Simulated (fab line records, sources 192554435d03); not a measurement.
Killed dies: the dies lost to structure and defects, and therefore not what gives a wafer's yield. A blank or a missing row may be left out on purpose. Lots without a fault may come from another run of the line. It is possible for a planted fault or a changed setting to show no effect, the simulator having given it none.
Matching of chambers / flow n5 finfet / N5_PASSIVATION_PECVD_01 on pecvd-01 has 3 sister chambers
The step deposits SiNx from SiH4/NH3/N2, target thk 200 nm, time 43.2 s. 6 wafers are shown with their chamber, then 7 later ones without.

## EACH WAFER AND ITS CHAMBER
wafer=L197.1; chamber=0; throttle valve pct (%)=30.0; showerhead plenum p Torr (Torr)=8.63
wafer=L200.2; chamber=2; throttle valve pct (%)=26.8; showerhead plenum p Torr (Torr)=8.73
wafer=L200.5; chamber=1; throttle valve pct (%)=28.0; showerhead plenum p Torr (Torr)=8.75
wafer=L200.6; chamber=0; throttle valve pct (%)=29.7; showerhead plenum p Torr (Torr)=8.62
wafer=L199.1; chamber=2; throttle valve pct (%)=26.9; showerhead plenum p Torr (Torr)=8.74
wafer=L199.2; chamber=1; throttle valve pct (%)=27.8; showerhead plenum p Torr (Torr)=8.78

## WAFERS WITHOUT THEIR CHAMBER
wafer=L199.6; throttle valve pct (%)=30.1; showerhead plenum p Torr (Torr)=8.63
wafer=L203.4; throttle valve pct (%)=27.7; showerhead plenum p Torr (Torr)=8.77
wafer=L203.5; throttle valve pct (%)=30.2; showerhead plenum p Torr (Torr)=8.62
wafer=L203.6; throttle valve pct (%)=27.0; showerhead plenum p Torr (Torr)=8.70
wafer=L216.1; throttle valve pct (%)=29.9; showerhead plenum p Torr (Torr)=8.62
wafer=L216.3; throttle valve pct (%)=26.9; showerhead plenum p Torr (Torr)=8.72
wafer=L216.6; throttle valve pct (%)=30.1; showerhead plenum p Torr (Torr)=8.61

## WHICH CHAMBER EACH WENT THROUGH
wafer=L199.6; from the rows above=0; in truth=0
wafer=L203.4; from the rows above=1; in truth=1
wafer=L203.5; from the rows above=0; in truth=0
wafer=L203.6; from the rows above=2; in truth=2
wafer=L216.1; from the rows above=0; in truth=0
wafer=L216.3; from the rows above=2; in truth=2
wafer=L216.6; from the rows above=0; in truth=0
Placed correctly: 7 of 7. From these rows, 0 cannot be placed. Number placed wrongly: 0.
How it was worked out, from the rows above alone: a wafer's distance from a chamber is the root of the sum, over the readings, of the square of ((its reading less the chamber's mean) divided by the reading's scatter). The wafer belongs to the nearest chamber; if the next one is less than 2 further off, it can't be placed. A chamber's mean is the mean of its shown wafers. The scatter is the square root of a quotient: the sum, over the shown wafers, of each reading's squared deviation from its chamber's mean, divided by wafers minus chambers.
